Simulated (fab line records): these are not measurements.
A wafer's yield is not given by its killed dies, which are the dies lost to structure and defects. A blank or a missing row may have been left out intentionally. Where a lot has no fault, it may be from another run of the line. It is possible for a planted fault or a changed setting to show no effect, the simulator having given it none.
fab line records	flow n5Finfet
[record] lots = 24	wafers = 72	lastDay = 19
route steps=1938 shown BEOL_M6@1248 BEOL_M7@1279
lots that met no fault: from a run of the same line without faults
startH: hours from the record's first day to the start of the lot's first wafer shown	waitH: hours since the lot's step before	" the same as in the row above	L1.1+2: a single row standing in for several wafers	- no value, or no start was given	* or withheld: withheld	< > ~ a bound
route shown NAME@n: NAME is a module with steps in the file, n the number in the route of the first one	usual: mean and standard deviation over wafers with no fault	same: alike in all rows	chamber/n: place in a boat	sites: readings site by site	_std_site: how widely they spread, as a standard deviation	_edge_site: mean of outer sites minus mean of inner sites	radiusMm: how far each site lies from the wafer's centre	mask NAME#n: copy n	behind: the last tool/chamber to shape the wafer	hold: reason for holding the lot/hours on hold/outcome of the hold	device: which transistor (n, p or np) failed to switch	end of line: at the end of the route, the tests of the same wafers	step lacking rows: just its recipe	killed: not the wafer's yield, but the dies lost to structure and defects at the first sort	map: a wafer's dies, marking killed ones x, the rest . and places with no die _
set.NAME: the setting as run; set.NAME@STEP: as run at that earlier step	model.NAME: the simulator's own value behind a step, which no gauge read
steps of the route over a sample of lots; a table a step, a row a wafer
services: the hour from which a tool's chamber was out of use, counted from the record's first day as startH (under 0 if before that day), plus the number of hours and why
[[steps]]
[step N5_BEOL_M6_CURE_75]
[recipe] tempC = 370	timeS = 120	ambient = DMADMS/He	material = SiCOH_lowk
[usual] lampPowerPct = 52.31/0.055	wafer_temp_C_max = 371.8/0.64
lot.wafer	tool	chamber	startH	waitH	lampPowerPct	wafer_temp_C_max
L074.1	uvCure-01	1	196.44	0.0	52.31	371.3
L074.5	"	1	"	"	52.30	371.5
L074.6	"	1	"	"	52.37	371.8
L075.2	uvCure-02	1	218.87	0.1	52.38	373.0
L075.5	"	1	"	"	52.30	371.8
L075.6	"	1	"	"	52.42	371.7
L076.4	uvCure-01	1	222.73	0.2	52.31	371.3
L076.5	"	1	"	"	52.28	371.5
L076.6	"	1	"	"	52.29	371.3
L077.1	uvCure-01	0	227.64	0.0	52.27	371.9
L077.3	"	0	"	"	52.34	371.0
L077.6	"	0	"	"	52.24	371.9
L079.1	uvCure-02	0	227.98	0.0	52.28	373.6
L079.3	"	0	"	"	52.36	372.4
L079.4	"	0	"	"	52.32	372.9
L078.4	uvCure-01	1	230.33	0.3	52.28	371.1
L078.5	"	1	"	"	52.30	372.2
L078.6	"	1	"	"	52.33	371.2
L080.3	uvCure-02	1	233.94	0.1	52.29	372.5
L080.4	"	1	"	"	52.33	371.4
L080.5	"	1	"	"	52.45	372.5
L081.2	uvCure-03	1	235.99	0.1	52.39	371.6
L081.3	"	1	"	"	52.33	371.9
L081.5	"	1	"	"	52.39	372.7
L083.3	uvCure-02	2	255.05	0.1	52.35	371.2
L083.4	"	2	"	"	52.34	372.1
L083.5	"	2	"	"	52.24	371.5
L082.2	uvCure-03	1	261.40	0.1	52.34	372.2
L082.3	"	1	"	"	52.29	372.1
L082.6	"	1	"	"	52.32	371.6
L084.1	uvCure-01	2	270.22	0.0	52.33	371.5
L084.4	"	2	"	"	52.26	371.3
L084.6	"	2	"	"	52.24	370.9
L086.1	uvCure-01	0	275.46	0.0	52.25	371.3
L086.2	"	0	"	"	52.38	371.4
L086.3	"	0	"	"	52.37	371.8
L087.1	uvCure-01	2	282.23	0.0	52.32	371.0
L087.2	"	2	"	"	52.29	371.5
L087.4	"	2	"	"	52.33	371.1
L085.1	uvCure-02	0	282.46	0.0	52.40	372.5
L085.4	"	0	"	"	52.33	372.1
L085.6	"	0	"	"	52.31	372.4
L088.1	uvCure-02	1	286.62	0.0	52.33	372.4
L088.3	"	1	"	"	52.37	372.0
L088.5	"	1	"	"	52.28	372.8
L090.1	uvCure-03	1	305.80	0.0	52.30	371.8
L090.2	"	1	"	"	52.34	372.2
L090.6	"	1	"	"	52.29	372.3
L091.2	uvCure-01	0	307.21	0.1	52.39	371.3
L091.3	"	0	"	"	52.33	371.5
L091.4	"	0	"	"	52.24	371.4
L089.2	uvCure-01	1	310.40	0.1	52.25	371.3
L089.3	"	1	"	"	52.22	371.3
L089.6	"	1	"	"	52.23	371.6
L093.1	uvCure-01	0	318.24	0.0	52.23	370.8
L093.5	"	0	"	"	52.40	371.1
L093.6	"	0	"	"	52.32	371.4
L092.2	uvCure-02	0	318.49	0.2	52.30	372.1
L092.4	"	0	"	"	52.29	373.2
L092.6	"	0	"	"	52.22	372.7
L096.1	uvCure-01	0	334.49	0.6	52.33	371.6
L096.3	"	0	"	"	52.20	370.9
L096.5	"	0	"	"	52.33	371.5
L094.2	uvCure-01	1	335.83	0.1	52.50	371.5
L094.3	"	1	"	"	52.30	371.3
L094.5	"	1	"	"	52.32	371.2
L095.1	uvCure-02	1	336.93	0.0	52.38	371.9
L095.2	"	1	"	"	52.32	372.6
L095.4	"	1	"	"	52.27	372.5
L097.1	uvCure-02	0	361.64	0.0	52.27	372.1
L097.4	"	0	"	"	52.31	372.3
L097.5	"	0	"	"	52.30	372.1
[step N5_BEOL_M6_CMP_52]
[recipe] stopOn = SiCOH_lowk	tOverpolishS = 6.9	downForcePsi = 1	platenRpm = 50	clearingPlatenDownForcePsi = 1.5	clearingPlatenRpm = 50	postCmpClean = cuAlkaline	targetThkNm = 80	clearingPlatenPadVelocityMS = 0.99484	padVelocityMS = 0.99484
[usual] barrierFieldEndpointS = 28.9/0.97	motorCurrentA = 5.9/0.56	overpolishRunS = 6.899/0.0086	slurryFlowMlMin = 150.0/0.47	timeToEndpointS = 62/4.1
[same] tOverpolishS = 6.9
lot.wafer	tool	chamber	startH	waitH	barrierFieldEndpointS	motorCurrentA	overpolishRunS	slurryFlowMlMin	timeToEndpointS
L074.1	cmp-02	3	198.63	0.3	26.7	5.7	6.899	150.0	56
L074.6	"	1	"	"	28.9	5.6	6.890	150.1	61
L074.5	"	2	"	"	30.4	4.7	6.897	149.9	70
L075.2	cmp-03	3	223.00	0.5	31.0	5.4	6.885	149.7	64
L075.6	"	1	"	"	29.0	6.5	6.906	149.4	63
L075.5	"	2	"	"	30.1	5.6	6.909	149.8	58
L076.4	cmp-01	2	225.57	0.2	29.3	6.4	6.897	149.8	63
L076.6	"	1	"	"	30.5	5.5	6.910	149.7	64
L076.5	"	2	"	"	30.8	6.4	6.897	149.5	68
L077.1	cmp-03	0	229.53	0.3	27.3	6.1	6.898	149.8	54
L077.3	"	2	"	"	26.9	6.0	6.908	149.6	55
L077.6	"	3	"	"	29.0	5.7	6.913	150.3	62
L079.1	cmp-03	2	230.35	0.3	27.7	5.9	6.899	149.7	61
L079.4	"	3	"	"	28.6	5.7	6.886	150.3	67
L079.3	"	0	"	"	27.3	6.1	6.914	149.2	58
L078.4	cmp-02	2	232.58	0.2	29.7	4.5	6.902	149.7	67
L078.5	"	3	"	"	29.1	6.2	6.902	150.3	58
L078.6	"	0	"	"	30.3	6.0	6.897	150.9	64
L080.4	cmp-03	1	236.81	0.2	29.8	7.3	6.907	150.2	61
L080.3	"	3	"	"	28.5	5.8	6.890	149.9	60
L080.5	"	2	"	"	28.4	5.8	6.897	150.3	54
L081.3	cmp-01	3	237.97	0.2	27.0	5.7	6.895	150.3	55
L081.2	"	0	"	"	27.5	6.6	6.904	151.1	61
L081.5	"	3	"	"	27.1	5.7	6.898	149.5	55
L083.4	cmp-02	1	258.17	0.2	28.0	5.4	6.882	149.3	59
L083.3	"	2	"	"	30.3	4.5	6.919	150.3	66
L083.5	"	3	"	"	28.3	5.8	6.889	149.5	57
L082.3	cmp-03	1	265.08	0.2	27.9	6.9	6.896	150.8	62
L082.2	"	2	"	"	27.6	6.2	6.899	149.4	60
L082.6	"	0	"	"	27.6	5.6	6.900	149.9	53
L084.1	cmp-03	1	272.36	0.3	29.5	6.9	6.888	150.3	62
L084.4	"	0	"	"	28.7	5.9	6.902	149.3	53
L084.6	"	1	"	"	29.4	6.8	6.900	150.0	61
L086.1	cmp-01	2	277.40	0.3	28.7	6.7	6.903	150.0	64
L086.2	"	3	"	"	28.9	5.6	6.905	150.7	58
L086.3	"	1	"	"	28.5	5.5	6.907	149.5	62
L087.4	cmp-01	1	284.85	0.2	28.8	5.3	6.903	150.0	64
L087.2	"	2	"	"	29.1	6.5	6.899	149.4	63
L087.1	"	3	"	"	28.6	5.8	6.891	149.8	58
L085.1	cmp-01	2	285.63	0.3	28.8	6.5	6.885	149.3	63
L085.4	"	1	"	"	29.1	5.3	6.911	149.9	61
L085.6	"	3	"	"	27.4	6.1	6.915	149.1	57
L088.3	cmp-03	1	288.05	0.2	29.9	6.8	6.886	149.7	61
L088.1	"	2	"	"	29.3	6.0	6.908	150.6	61
L088.5	"	1	"	"	30.1	6.9	6.900	149.4	63
L090.1	cmp-02	0	307.74	0.3	30.5	5.9	6.899	150.5	66
L090.2	"	2	"	"	30.9	4.3	6.903	150.9	71
L090.6	"	0	"	"	30.1	5.8	6.908	150.2	67
L091.3	cmp-02	2	311.70	0.2	28.3	5.0	6.901	149.6	67
L091.4	"	3	"	"	28.3	6.3	6.897	149.5	61
L091.2	"	0	"	"	28.5	5.9	6.889	151.3	64
L089.2	cmp-02	1	312.47	0.2	28.5	5.9	6.916	150.8	63
L089.3	"	2	"	"	29.9	4.7	6.903	149.9	68
L089.6	"	1	"	"	29.1	5.4	6.889	150.7	62
L092.2	cmp-01	1	321.05	0.2	28.1	5.6	6.892	150.2	59
L092.4	"	2	"	"	28.3	6.1	6.902	150.2	58
L092.6	"	1	"	"	29.6	5.3	6.884	150.4	59
L093.1	cmp-02	1	321.08	0.3	28.8	5.5	6.884	150.5	63
L093.5	"	3	"	"	29.0	5.8	6.887	150.2	63
L093.6	"	0	"	"	29.5	5.8	6.890	150.3	65
L096.1	cmp-02	1	336.74	0.3	28.7	5.7	6.893	150.1	63
L096.3	"	3	"	"	29.1	5.9	6.905	149.6	63
L096.5	"	0	"	"	30.5	5.8	6.902	149.3	70
L094.3	cmp-02	0	337.37	0.2	29.4	5.7	6.888	150.4	66
L094.2	"	1	"	"	28.5	5.4	6.909	150.3	60
L094.5	"	0	"	"	28.5	6.0	6.906	150.4	67
L095.4	cmp-01	2	340.16	0.1	29.4	6.4	6.892	150.0	63
L095.2	"	3	"	"	27.2	5.8	6.912	149.6	55
L095.1	"	0	"	"	28.9	6.5	6.906	150.3	65
L097.1	cmp-03	1	364.64	0.3	29.1	6.6	6.895	150.3	62
L097.4	"	0	"	"	28.0	5.8	6.895	149.7	56
L097.5	"	1	"	"	29.8	6.5	6.901	149.4	64
[step N5_BEOL_M6_DEP_56]
[recipe] material = SiCN	targetThkA = 100	tempC = withheld	precursor = 3MS/NH3	pressureTorr = 3	rfW = 202	timeS = 17.5
[usual] showerheadPlenumPTorr = 3.662/0.015	throttleValvePct = 9.2/0.56
lot.wafer	tool	chamber	startH	waitH	showerheadPlenumPTorr	throttleValvePct
L074.1	pecvd-01	0	198.91	0.0	3.644	9.1
L074.5	"	2	"	"	3.629	8.9
L074.6	"	1	"	"	3.675	10.0
L075.2	pecvd-01	2	223.28	0.0	3.630	8.7
L075.5	"	1	"	"	3.668	10.0
L075.6	"	0	"	"	3.658	9.2
L076.4	pecvd-04	0	225.91	0.0	3.677	9.4
L076.5	"	1	"	"	3.681	9.6
L076.6	"	2	"	"	3.673	8.7
L077.1	pecvd-04	0	229.86	0.0	3.665	9.8
L077.3	"	0	"	"	3.668	9.7
L077.6	"	0	"	"	3.666	9.7
L079.1	pecvd-01	1	230.71	0.0	3.667	9.8
L079.3	"	0	"	"	3.655	9.1
L079.4	"	0	"	"	3.664	9.3
L078.4	pecvd-03	1	232.84	0.0	3.670	8.5
L078.5	"	0	"	"	3.660	8.4
L078.6	"	2	"	"	3.672	8.6
L080.3	pecvd-04	1	237.16	0.0	3.671	10.2
L080.4	"	0	"	"	3.668	9.9
L080.5	"	2	"	"	3.672	8.6
L081.2	pecvd-04	1	238.29	0.0	3.670	9.7
L081.3	"	0	"	"	3.666	9.9
L081.5	"	2	"	"	3.663	8.7
L083.3	pecvd-04	1	258.45	0.0	3.681	10.1
L083.4	"	1	"	"	3.660	10.2
L083.5	"	2	"	"	3.674	8.7
L082.2	pecvd-03	0	265.40	0.0	3.662	8.8
L082.3	"	1	"	"	3.661	8.7
L082.6	"	0	"	"	3.655	8.7
L084.1	pecvd-01	0	272.72	0.0	3.655	9.1
L084.4	"	2	"	"	3.629	8.9
L084.6	"	0	"	"	3.642	9.3
L086.1	pecvd-04	2	277.76	0.0	3.675	8.2
L086.2	"	1	"	"	3.673	10.1
L086.3	"	0	"	"	3.664	9.9
L087.1	pecvd-01	2	285.17	0.0	3.633	8.9
L087.2	"	0	"	"	3.663	9.0
L087.4	"	2	"	"	3.620	8.8
L085.1	pecvd-01	0	285.99	0.0	3.656	9.1
L085.4	"	1	"	"	3.660	10.0
L085.6	"	2	"	"	3.633	8.7
L088.1	pecvd-01	1	288.41	0.0	3.670	10.1
L088.3	"	0	"	"	3.668	9.3
L088.5	"	1	"	"	3.678	9.6
L090.1	pecvd-04	2	308.10	0.0	3.671	8.7
L090.2	"	1	"	"	3.667	9.9
L090.6	"	1	"	"	3.664	9.8
L091.2	pecvd-01	0	312.02	0.0	3.655	9.1
L091.3	"	2	"	"	3.631	9.0
L091.4	"	0	"	"	3.648	9.4
L089.2	pecvd-03	1	312.83	0.0	3.666	8.7
L089.3	"	2	"	"	3.695	8.7
L089.6	"	0	"	"	3.672	8.9
L093.1	pecvd-04	0	321.36	0.0	3.655	9.8
L093.5	"	1	"	"	3.662	9.8
L093.6	"	2	"	"	3.679	8.9
L092.2	pecvd-03	1	321.40	0.0	3.654	8.6
L092.4	"	2	"	"	3.679	8.7
L092.6	"	1	"	"	3.658	8.3
L096.1	pecvd-04	0	337.06	0.0	3.670	9.7
L096.3	"	2	"	"	3.668	8.6
L096.5	"	0	"	"	3.670	9.7
L094.2	pecvd-03	1	337.70	0.0	3.652	8.7
L094.3	"	1	"	"	3.663	8.7
L094.5	"	1	"	"	3.671	8.9
L095.1	pecvd-03	1	340.52	0.0	3.655	8.5
L095.2	"	0	"	"	3.659	8.9
L095.4	"	0	"	"	3.671	8.8
L097.1	pecvd-01	0	365.00	0.0	3.649	9.3
L097.4	"	1	"	"	3.673	10.0
L097.5	"	2	"	"	3.631	8.9
[step N5_BEOL_M7_DESCUM_16]
[recipe] chemistry = O2	timeS = 7.9	sourcePowerW = 50	biasPowerW = 20	pressureMtorr = 20	rfFrequencyHz = 2.712e+07	tempC = 40	resist = CAR-ArF	o2FlowSccm = 225
[usual] drypumpMotorCurrentA = 5.5/0.55	o2FlowSccm = 225.0/0.63	oesProductAu = 0.79/0.083	rfVppV = 243.1/1.4	showerheadPlenumPTorr = 2.08/0.073	throttleValvePct = 20.45/0.19
lot.wafer	tool	chamber	startH	waitH	drypumpMotorCurrentA	o2FlowSccm	oesProductAu	rfHoursCounterH	rfVppV	showerheadPlenumPTorr	throttleValvePct
L074.1	rieDiel-03	1	201.40	0.1	5.6	225.3	0.73	205	243.3	2.09	20.76
L074.5	"	0	"	"	4.9	224.9	0.92	-	244.0	2.21	20.20
L074.6	"	3	"	"	6.2	225.4	0.83	-	241.8	2.03	20.45
L075.2	rieDiel-04	0	224.74	0.1	5.3	225.2	0.89	27	244.2	2.10	20.27
L075.5	"	1	"	"	5.7	224.8	0.79	-	243.5	2.10	20.53
L075.6	"	2	"	"	4.7	224.7	0.70	-	240.7	1.98	20.43
L076.4	rieDiel-03	1	228.32	0.1	5.6	226.1	0.71	211	242.4	2.09	20.77
L076.5	"	1	"	"	5.6	225.6	0.71	-	244.3	2.08	20.77
L076.6	"	0	"	"	5.0	225.3	0.91	-	245.4	2.21	20.21
L077.1	rieDiel-04	2	231.48	0.0	4.8	224.5	0.70	223	240.5	1.98	20.42
L077.3	"	1	"	"	5.7	225.7	0.79	151	243.6	2.10	20.55
L077.6	"	2	"	"	4.8	224.9	0.70	-	241.2	1.98	20.41
L079.1	rieDiel-01	2	234.39	0.4	5.5	225.0	0.89	41	242.3	2.04	20.27
L079.3	"	2	"	"	5.5	225.1	0.89	-	242.6	2.04	20.28
L079.4	"	1	"	"	5.1	225.0	0.73	-	241.6	1.98	20.78
L078.4	rieDiel-04	1	235.09	0.3	5.6	225.6	0.80	152	242.6	2.10	20.55
L078.5	"	0	"	"	5.3	225.4	0.88	-	244.4	2.10	20.28
L078.6	"	3	"	"	6.4	226.0	0.74	-	243.3	2.07	20.52
L080.3	rieDiel-04	2	239.57	0.4	4.7	224.6	0.70	227	240.4	1.98	20.41
L080.4	"	3	"	"	6.4	225.6	0.75	162	243.0	2.07	20.54
L080.5	"	1	"	"	5.7	225.0	0.79	-	243.9	2.10	20.58
L081.2	rieDiel-04	2	239.90	0.0	4.7	225.1	0.70	227	241.1	1.98	20.43
L081.3	"	3	"	"	6.4	223.9	0.74	162	242.0	2.07	20.54
L081.5	"	3	"	"	6.4	223.9	0.73	-	242.9	2.07	20.54
L083.3	rieDiel-04	3	261.29	0.9	6.4	224.5	0.74	171	243.4	2.06	20.55
L083.4	"	2	"	"	4.8	225.7	0.68	237	242.3	1.97	20.44
L083.5	"	2	"	"	4.8	226.0	0.68	-	242.5	1.97	20.45
L082.2	rieDiel-04	0	267.68	0.4	5.3	224.3	0.86	44	243.6	2.09	20.28
L082.3	"	2	"	"	4.8	224.5	0.68	240	242.4	1.97	20.45
L082.6	"	0	"	"	5.3	224.0	0.86	-	243.7	2.09	20.30
L084.1	rieDiel-04	0	276.18	0.5	5.3	224.6	0.87	48	244.3	2.09	20.30
L084.4	"	3	"	"	6.5	223.9	0.73	177	241.7	2.06	20.55
L084.6	"	3	"	"	6.4	225.1	0.74	-	244.1	2.06	20.56
L086.1	rieDiel-04	0	279.25	0.0	5.3	225.3	0.86	49	244.4	2.09	20.31
L086.2	"	3	"	"	6.4	224.4	0.73	178	244.4	2.06	20.55
L086.3	"	1	"	"	5.6	224.2	0.76	172	242.6	2.09	20.57
L087.1	rieDiel-04	1	287.90	0.8	5.6	225.1	0.77	177	243.7	2.09	20.58
L087.2	"	0	"	"	5.4	225.5	0.86	53	243.4	2.09	20.32
L087.4	"	2	"	"	4.7	224.8	0.68	248	240.8	1.97	20.46
L085.1	rieDiel-04	3	288.16	0.8	6.4	224.5	0.73	182	243.3	2.06	20.55
L085.4	"	0	"	"	5.3	224.6	0.85	53	244.0	2.09	20.32
L085.6	"	0	"	"	5.3	225.3	0.86	-	243.2	2.09	20.30
L088.1	rieDiel-01	2	290.30	0.3	5.4	225.2	0.86	68	241.7	2.04	20.31
L088.3	"	1	"	"	5.1	225.8	0.71	204	240.9	1.98	20.81
L088.5	"	1	"	"	5.1	225.1	0.70	-	241.9	1.97	20.82
L090.1	rieDiel-01	2	311.24	0.0	5.4	225.4	0.85	74	241.5	2.03	20.32
L090.2	"	1	"	"	5.1	224.7	0.71	211	239.5	1.97	20.82
L090.6	"	3	"	"	5.6	225.1	0.88	-	244.2	2.15	20.14
L091.2	rieDiel-01	2	314.77	0.0	5.5	225.5	0.84	75	242.2	2.03	20.34
L091.3	"	3	"	"	5.6	224.7	0.88	49	244.6	2.15	20.16
L091.4	"	0	"	"	5.3	224.1	0.90	43	245.6	2.22	20.49
L089.2	rieDiel-04	3	314.94	0.0	6.5	225.1	0.72	191	241.1	2.06	20.59
L089.3	"	1	"	"	5.6	224.2	0.76	185	243.3	2.08	20.59
L089.6	"	1	"	"	5.6	224.4	0.75	-	242.9	2.08	20.61
L092.2	rieDiel-03	3	323.16	0.0	6.2	225.5	0.79	79	241.8	2.03	20.47
L092.4	"	2	"	"	5.1	225.3	0.79	134	243.4	2.09	20.38
L092.6	"	1	"	"	5.6	225.5	0.70	-	243.3	2.08	20.79
L093.1	rieDiel-03	2	323.69	0.3	5.1	224.9	0.79	134	243.1	2.09	20.38
L093.5	"	0	"	"	5.0	224.9	0.89	-	245.5	2.20	20.25
L093.6	"	3	"	"	6.2	224.5	0.80	-	243.1	2.03	20.48
L096.1	rieDiel-03	0	339.96	0.0	5.0	224.9	0.87	56	244.5	2.20	20.24
L096.3	"	3	"	"	6.2	225.1	0.80	82	241.2	2.03	20.49
L096.5	"	1	"	"	5.6	225.5	0.70	-	243.7	2.08	20.80
L094.2	rieDiel-04	0	340.31	0.0	5.3	224.3	0.84	67	243.7	2.09	20.32
L094.3	"	2	"	"	4.8	224.9	0.97	7	244.8	2.23	19.99
L094.5	"	0	"	"	5.3	224.7	0.84	-	244.0	2.09	20.34
L095.1	rieDiel-04	2	342.75	0.0	4.8	224.6	0.97	8	246.6	2.23	19.97
L095.2	"	0	"	"	5.3	225.5	0.84	68	243.4	2.09	20.32
L095.4	"	1	"	"	5.6	224.4	0.76	192	242.9	2.08	20.62
L097.1	rieDiel-04	1	367.36	0.0	5.6	226.1	0.75	197	243.2	2.08	20.63
L097.4	"	0	"	"	5.3	223.9	0.83	74	243.3	2.08	20.34
L097.5	"	2	"	"	4.8	226.2	0.95	-	244.4	2.23	20.00
[step N5_BEOL_M7_CD_MEAS_18]
[recipe] pitchNm = 80	targetCdNm = 40
[usual] cdNm = 40.2/0.73
lot.wafer	tool	chamber	startH	waitH	cdNm
L074.1	cdSem-01	-	202.03	0.0	39.9
L074.5	"	-	"	"	40.3
L074.6	"	-	"	"	39.6
L075.2	cdSem-02	-	225.29	0.1	41.1
L075.5	"	-	"	"	40.5
L075.6	"	-	"	"	40.6
L076.4	cdSem-02	-	228.91	0.1	40.3
L076.5	"	-	"	"	39.8
L076.6	"	-	"	"	39.3
L077.1	cdSem-01	-	231.96	0.0	40.1
L077.3	"	-	"	"	38.6
L077.6	"	-	"	"	40.0
L079.1	cdSem-01	-	235.11	0.0	39.5
L079.3	"	-	"	"	39.4
L079.4	"	-	"	"	39.5
L078.4	cdSem-01	-	235.85	0.1	39.3
L078.5	"	-	"	"	40.2
L078.6	"	-	"	"	39.7
L080.3	cdSem-02	-	240.03	0.1	40.0
L080.4	"	-	"	"	40.6
L080.5	"	-	"	"	39.7
L081.2	cdSem-02	-	240.45	0.1	40.8
L081.3	"	-	"	"	38.9
L081.5	"	-	"	"	39.4
L083.3	cdSem-01	-	261.80	0.1	39.6
L083.4	"	-	"	"	40.4
L083.5	"	-	"	"	40.8
L082.2	cdSem-02	-	268.38	0.1	39.7
L082.3	"	-	"	"	40.5
L082.6	"	-	"	"	40.0
L084.1	cdSem-01	-	276.66	0.0	41.3
L084.4	"	-	"	"	40.6
L084.6	"	-	"	"	40.4
L086.1	cdSem-02	-	279.83	0.0	40.8
L086.2	"	-	"	"	39.6
L086.3	"	-	"	"	40.8
L087.1	cdSem-01	-	288.38	0.0	39.6
L087.2	"	-	"	"	42.1
L087.4	"	-	"	"	40.7
L085.1	cdSem-02	-	288.67	0.0	40.3
L085.4	"	-	"	"	41.3
L085.6	"	-	"	"	41.0
L088.1	cdSem-02	-	290.77	0.0	41.7
L088.3	"	-	"	"	41.0
L088.5	"	-	"	"	41.1
L090.1	cdSem-01	-	311.71	0.0	40.0
L090.2	"	-	"	"	41.1
L090.6	"	-	"	"	40.4
L091.2	cdSem-02	-	315.32	0.1	40.5
L091.3	"	-	"	"	40.3
L091.4	"	-	"	"	40.5
L089.2	cdSem-02	-	315.40	0.1	40.0
L089.3	"	-	"	"	39.3
L089.6	"	-	"	"	39.6
L092.2	cdSem-01	-	323.72	0.1	39.7
L092.4	"	-	"	"	40.0
L092.6	"	-	"	"	40.1
L093.1	cdSem-01	-	324.23	0.0	38.1
L093.5	"	-	"	"	39.9
L093.6	"	-	"	"	40.9
L096.1	cdSem-01	-	340.42	0.0	40.4
L096.3	"	-	"	"	41.5
L096.5	"	-	"	"	40.1
L094.2	cdSem-02	-	340.77	0.1	40.4
L094.3	"	-	"	"	39.3
L094.5	"	-	"	"	39.9
L095.1	cdSem-01	-	343.30	0.0	40.2
L095.2	"	-	"	"	40.9
L095.4	"	-	"	"	40.2
L097.1	cdSem-03	-	367.81	0.0	39.5
L097.4	"	-	"	"	39.6
L097.5	"	-	"	"	40.8
[step N5_BEOL_M7_CD_MEAS_35]
[recipe] targetCdNm = 40	polarity = opening
[usual] cdNm = 40.2/0.75
lot.wafer	tool	chamber	startH	waitH	cdNm
L074.1	cdSem-01	-	203.20	0.0	40.2
L074.5	"	-	"	"	40.4
L074.6	"	-	"	"	39.8
L075.2	cdSem-01	-	226.68	0.0	41.4
L075.5	"	-	"	"	41.0
L075.6	"	-	"	"	40.7
L076.4	cdSem-01	-	229.93	0.0	40.3
L076.5	"	-	"	"	40.2
L076.6	"	-	"	"	38.8
L077.1	cdSem-01	-	233.64	0.0	40.2
L077.3	"	-	"	"	38.9
L077.6	"	-	"	"	40.0
L079.1	cdSem-02	-	236.48	0.0	40.0
L079.3	"	-	"	"	39.3
L079.4	"	-	"	"	39.3
L078.4	cdSem-01	-	238.26	0.0	39.3
L078.5	"	-	"	"	40.0
L078.6	"	-	"	"	39.8
L080.3	cdSem-02	-	241.27	0.0	39.7
L080.4	"	-	"	"	40.2
L080.5	"	-	"	"	39.6
L081.2	cdSem-02	-	241.67	0.0	40.7
L081.3	"	-	"	"	38.9
L081.5	"	-	"	"	39.5
L083.3	cdSem-02	-	264.71	0.0	39.7
L083.4	"	-	"	"	40.2
L083.5	"	-	"	"	40.6
L082.2	cdSem-01	-	270.16	0.0	39.9
L082.3	"	-	"	"	40.8
L082.6	"	-	"	"	40.1
L084.1	cdSem-02	-	277.79	0.0	41.5
L084.4	"	-	"	"	40.2
L084.6	"	-	"	"	40.9
L086.1	cdSem-01	-	283.62	0.0	40.9
L086.2	"	-	"	"	40.1
L086.3	"	-	"	"	40.4
L087.1	cdSem-02	-	289.94	0.0	39.4
L087.2	"	-	"	"	42.4
L087.4	"	-	"	"	40.8
L085.1	cdSem-01	-	290.23	0.0	40.8
L085.4	"	-	"	"	41.9
L085.6	"	-	"	"	41.0
L088.1	cdSem-01	-	292.61	0.0	41.3
L088.3	"	-	"	"	40.9
L088.5	"	-	"	"	41.2
L090.1	cdSem-01	-	313.89	0.0	40.3
L090.2	"	-	"	"	41.0
L090.6	"	-	"	"	40.0
L091.2	cdSem-01	-	318.08	0.0	40.7
L091.3	"	-	"	"	40.2
L091.4	"	-	"	"	40.0
L089.2	cdSem-02	-	318.71	0.0	40.2
L089.3	"	-	"	"	38.9
L089.6	"	-	"	"	39.6
L093.1	cdSem-02	-	332.99	0.0	38.0
L093.5	"	-	"	"	39.3
L093.6	"	-	"	"	40.9
L092.2	cdSem-02	-	333.38	0.0	39.7
L092.4	"	-	"	"	39.9
L092.6	"	-	"	"	40.3
L096.1	cdSem-01	-	341.84	0.0	40.9
L096.3	"	-	"	"	41.7
L096.5	"	-	"	"	39.7
L094.2	cdSem-01	-	341.90	0.0	40.3
L094.3	"	-	"	"	39.4
L094.5	"	-	"	"	40.3
L095.1	cdSem-01	-	346.08	0.0	40.4
L095.2	"	-	"	"	40.9
L095.4	"	-	"	"	40.5
L097.1	cdSem-01	-	369.41	0.0	39.4
L097.4	"	-	"	"	39.5
L097.5	"	-	"	"	41.0
[[services]]
tool	chamber	startH	hours	kind
pecvd-03	0	179.35	5.6	repair
pecvd-03	-	190.15	1.2	repair
cmp-03	-	194.07	0.9	repair
uvCure-01	-	197.93	6.0	pm
uvCure-02	-	205.98	6.8	repair
cmp-01	-	214.31	10.5	pm
pecvd-04	2	215.90	3.4	repair
pecvd-03	0	228.65	2.3	repair
pecvd-04	2	228.99	4.0	repair
pecvd-01	1	233.56	22.8	repair
cmp-02	-	239.43	4.0	pm
cmp-03	-	240.10	2.5	repair
cmp-02	-	255.34	0.7	repair
cmp-02	-	273.64	5.6	pm
cmp-03	-	275.77	1.4	repair
cmp-01	-	289.56	1.3	repair
cmp-03	-	289.77	4.0	pm
cmp-02	-	297.00	8.2	pm
cmp-03	-	300.11	0.2	repair
rieDiel-04	-	305.71	4.3	pm
uvCure-02	-	327.01	7.5	pm
cmp-03	-	336.12	6.8	pm
uvCure-01	-	351.21	1.0	pm
pecvd-01	-	353.41	6.0	pm
[[key]]
fault none
